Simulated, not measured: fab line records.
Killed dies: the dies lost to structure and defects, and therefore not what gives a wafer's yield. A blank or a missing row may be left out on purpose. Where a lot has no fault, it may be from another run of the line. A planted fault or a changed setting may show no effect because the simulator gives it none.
Struck lot and sound lot, side by side ; flow n5_finfet ; 39 out of 1938 route steps
Sound: wafers L354.1, L354.2, L354.3. Struck: wafer L367.5 (L367.1, L367.3, from the same lot, were not struck and are left out); the cause is given at the end.
At each step with rows: each side's tool, then ch and its chambers, then its first start. Under that, the readings that differ: sound wafers ; struck wafers ; difference of the means ; sigmas: that difference in standard deviations of wafers without a fault.
alike: words and numbers the same on both sides, and readings whose means are apart by under 2 such deviations; not compared: readings that were withheld, readings missing a value for some wafer, numbers with overlapping values and no deviation given by the record, and bounds like >300 which may hide the same value.
A row with sigmas, a row that says differs or no value, or rows on one side alone: a step with any of these is where the two part. When numbers do not overlap yet have no deviation, they are printed without sigmas and do not part them. A reading missing from all wafers of one side parts the sides only when that side holds two or more wafers.

first, 10 steps without rows for these wafers: N5_DUMMY_REMOVAL_HM_STRIP_01 (strips SiNx in CH3F/O2, stops on poly-Si, target depth 4 nm, time 6.8 s); N5_DUMMY_REMOVAL_STRIP_10 (strips in N2/H2, time 40 s); N5_DUMMY_REMOVAL_PRECLEAN_07 (cleans in dHF, time 30 s); N5_DUMMY_REMOVAL_DUMMY_REMOVE_02 (chemistry TMAH, target poly-Si, stops on SiO2, target depth 142 nm, time 57 s, rinse time 30 s); N5_DUMMY_REMOVAL_PRECLEAN_08 (cleans in NF3:NH3, afs cycles 2, time 20 s, sublimation time 60 s); N5_DUMMY_REMOVAL_PRECLEAN_04 (cleans in DHF, time 37 s); N5_DUMMY_REMOVAL_SRD_05 (time 30 s); N5_HKMG_FIN_IL_REGROW_00 (material SiO2, chemistry O3, target thk 0.75 nm, time 30 s); N5_HKMG_FIN_HK_ALD_01 (deposits HfO2, target thk 1.6 nm, pulse time 3 s, purge time 3 s); N5_HKMG_FIN_HK_ANNEAL_02 (time 30 s).
N5_HKMG_FIN_ALD_74: deposits La2O3, target thk 0.5 nm, pulse time 6 s, co reactant pulse time 1 s.
  sound on ald_hk-01 ch 0,1,2, day 4 18:31; struck on ald_hk-01 ch 2, day 8 00:59
  alike: heater_power_w, precursor_pulse_height_rel
then, 26 steps without rows for these wafers: N5_HKMG_FIN_ALD_75 (deposits Al2O3, target thk 1 nm, co reactant pulse time 1 s); N5_HKMG_FIN_COAT_41 (time 60 s, resist thk 300 nm); N5_HKMG_FIN_COAT_42 (time 60 s, resist thk 35 nm); N5_HKMG_FIN_COAT_43 (resist thk 90 nm); N5_HKMG_FIN_EBR_45; N5_HKMG_FIN_SOFTBAKE_44 (time 60 s); N5_HKMG_FIN_EXPOSE_46 (exposes mask NDIPOLE); N5_HKMG_FIN_PEB_47 (peb time 60 s); N5_HKMG_FIN_DEVELOP_48 (develop time 30 s); N5_HKMG_FIN_DESCUM_53 (chemistry O2, time 7.9 s); N5_HKMG_FIN_ETCH_54 (etches SiARC in CF4, target depth 45.5 nm, time 75.8 s); N5_HKMG_FIN_ETCH_55 (etches SOC in N2/H2, target depth 240 nm, time 300 s); N5_HKMG_FIN_STRIP_56 (strips in N2/H2); N5_HKMG_FIN_STRIP_57 (strips in CF4); N5_HKMG_FIN_ETCH_58 (etches SOC in N2/H2, target depth 215.8 nm, time 741 s); N5_HKMG_FIN_STRIP_93 (strips SOC in N2/H2, time 20 s); N5_HKMG_FIN_WET_ETCH_76 (etches Al2O3 in dNH4OH, stops on La2O3, target depth 2.25 nm, rinse time 30 s); N5_HKMG_FIN_STRIP_60 (strips in N2/H2, time 360 s); N5_HKMG_FIN_WET_ETCH_77 (etches La2O3 in dHCl, stops on HfO2, target depth 2 nm); N5_HKMG_FIN_WET_ETCH_78 (etches Al2O3 in dNH4OH, stops on La2O3, target depth 4.5 nm, rinse time 30 s); N5_HKMG_FIN_ALD_79 (deposits TiN, target thk 1.5 nm, pulse time 1 s, purge time 3 s); N5_HKMG_FIN_CVD_62 (deposits a-Si from Si2H6, target thk 3 nm, time 20.8 s); N5_HKMG_FIN_RTA_80 (time 2 s); N5_HKMG_FIN_PRECLEAN_64 (cleans in dHF, time 30 s); N5_HKMG_FIN_WET_ETCH_65 (etches a-Si in TMAH, stops on TiN, time 49 s, target depth 3 nm); N5_HKMG_FIN_WET_ETCH_81 (etches TiN in SC1, stops on HfO2, time 57 s, target depth 6 nm).
-- the record jumps here: 5 days lie between the struck wafers' starts before and after (it left off in module HKMG_FIN and takes up again in module BEOL_M4, whose first step shown is number 1111 of the route) --
N5_BEOL_M4_RC_MEAS_101:
  sound on prober-01 ch 0, day 8 19:41; struck on prober-01 ch 0, day 12 16:43
reading;sound;struck;difference;sigmas
IOFF_P (nA/um);0.167 0.238 0.198;0.124;-0.077;-3
ION_N (uA/um);666 681 680;658;-18;-2
ION_P (uA/um);460 471 468;441;-25;-4
VT_N_LVT (mV);105.0 98.0 102.5;92.2;-9.6;-5
VT_P (mV);-253 -249 -249;-264;-14;-4
VT_P_LONG (mV);-276 -276 -274;-292;-17;-5
  alike: DIBL_N, DIBL_P, IOFF_N, SS_N, SS_P, VT_N
-- record jumps: 4 days separate the struck wafers' starts on either side; left off in module BEOL_M4, taken up again in module PASSIVATION, whose first shown step is the route's number 1936 --
N5_PASSIVATION_PROBE_49:
  rows exist in the record for the struck wafers here (prober-02, day 16 16:44), but not for the sound ones

== WHERE THEY PART ==
First at N5_BEOL_M4_RC_MEAS_101; last, within this record, at N5_PASSIVATION_PROBE_49.

WHY: what had been put in by the simulator
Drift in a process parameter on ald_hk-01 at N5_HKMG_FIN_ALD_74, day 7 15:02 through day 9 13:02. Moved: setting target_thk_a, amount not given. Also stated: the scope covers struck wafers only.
